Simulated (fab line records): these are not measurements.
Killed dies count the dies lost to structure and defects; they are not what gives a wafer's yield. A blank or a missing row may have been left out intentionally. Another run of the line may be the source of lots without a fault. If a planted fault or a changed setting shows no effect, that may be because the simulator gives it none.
The same fault as seen by 3 desks | flow nand_harc | each desk holds nothing but its own numbers, with what lay behind them at the end

AT THE TOOL OWNER'S DESK: rie_diel-08
The tool's own readings at NHARC_A_CHANNEL_HOLE_D2_ETCH_34 (etches the open film in CF4/CHF3, target depth 154 nm, time 77 s): means of the sampled wafers that have a number, for each lot that ran on this tool. The brackets show how far a lot's mean lies from the usual mean; more than 4 standard deviations puts the lot out of limits, marked OUT. 7 of its 8 readings are shown: the first one out of limits and those lying furthest out on some lot.
Columns: A = drypump_motor_current_A at NHARC_A_CHANNEL_HOLE_D2_ETCH_34, usual 5.8 A; B = oes_product_au at NHARC_A_CHANNEL_HOLE_D2_ETCH_34, usual 0.959 a.u.; C = rf_fwd_power_W at NHARC_A_CHANNEL_HOLE_D2_ETCH_34, usual 495.9 W; D = rf_vpp_V at NHARC_A_CHANNEL_HOLE_D2_ETCH_34, usual 370.5 V; E = run_length_s at NHARC_A_CHANNEL_HOLE_D2_ETCH_34, usual 98.3 s; F = showerhead_plenum_p_Torr at NHARC_A_CHANNEL_HOLE_D2_ETCH_34, usual 1.57 Torr; G = throttle_valve_pct at NHARC_A_CHANNEL_HOLE_D2_ETCH_34, usual 16.803 %
lot  | first seen here | A   | B     | C     | D     | E               | F    | G
L886 | day 13 11:11    | 6.0 | 0.950 | 496.2 | 370.1 | 99.0            | 1.54 | 16.807
L888 | day 14 15:43    | 6.0 | 0.951 | 497.3 | 371.6 | 98.6            | 1.58 | 16.803
L905 | day 21 08:08    | 5.7 | 0.977 | 496.5 | 370.6 | 90.5 (-19) OUT  | 1.58 | 16.805
L907 | day 22 13:09    | 6.0 | 0.969 | 495.0 | 371.2 | 94.6 (-8.9) OUT | 1.57 | 16.807
This desk's verdict: out of limits on L905, L907, starting with L905 at day 21 08:08 (run_length_s at NHARC_A_CHANNEL_HOLE_D2_ETCH_34). In limits: L886, L888.

THE METROLOGY DESK
What the gauges read for every lot (on any tool): the sampled wafers with a number, averaged. The brackets show how far a lot's mean lies from the usual mean; more than 4 standard deviations puts the lot out of limits, marked OUT.
Columns: A = thk_nm at NHARC_A_ONON_D2_THK_MEAS_18, usual 1001 nm
lot  | first seen here | A
L886 | day 13 00:23    | 997
L889 | day 14 07:53    | 1001
L888 | day 14 07:56    | 1014
L890 | day 14 14:01    | 1009
L892 | day 14 22:12    | 1007
L893 | day 15 20:43    | 995
L894 | day 15 20:43    | 1000
L895 | day 16 02:09    | 995
L896 | day 16 13:34    | 991
L897 | day 17 13:53    | 1004
L898 | day 17 21:45    | 1012
L905 | day 20 23:38    | 1005
L906 | day 21 18:55    | 996
L907 | day 22 06:59    | 1000
Finding of this desk: none of the 14 lots has anything out of limits.

THE DEFECT DESK
Per lot, the means of the sampled wafers with a number show what the inspections along the route counted. The brackets show how far a lot's mean lies from the usual mean; more than 4 standard deviations puts the lot out of limits, marked OUT.
Columns: A = raw_defect_count at NHARC_A_ONON_D2_INSPECT_32, usual 394
lot  | first seen here | A
L886 | day 13 03:13    | 284
L889 | day 14 10:50    | 627
L888 | day 14 10:57    | 262
L890 | day 14 16:50    | 246
L892 | day 15 01:03    | 426
L894 | day 15 23:31    | 465
L893 | day 15 23:31    | 435
L895 | day 16 05:00    | 286
L896 | day 16 16:22    | 281
L897 | day 17 16:42    | 320
L898 | day 18 00:35    | 360
L905 | day 21 02:26    | 280
L906 | day 21 21:44    | 307
L907 | day 22 09:49    | 515
Finding of this desk: none of the 14 lots has anything out of limits.

ALL TOGETHER
The tool owner's desk had the chance to raise an alarm at day 21 08:08 on L905, L907.
From the metrology desk's view, nothing was out of limits.
Nothing out of limits was seen by the defect desk.
The metrology desk holds a record of L905, L907, inside its limits.
The defect desk has L905, L907 on record, within its limits.
Of the lots named, all ran NHARC_A_CHANNEL_HOLE_D2_ETCH_34 on rie_diel-08.

WHAT THE SIMULATOR PUT IN
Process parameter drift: rie_diel-08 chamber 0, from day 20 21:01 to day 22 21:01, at NHARC_A_CHANNEL_HOLE_D2_ETCH_34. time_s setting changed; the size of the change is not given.
Struck lots among those shown: L905, L907.
Delay in hours, fault start to first out-of-limits reading, by desk: the tool owner's desk at 11.
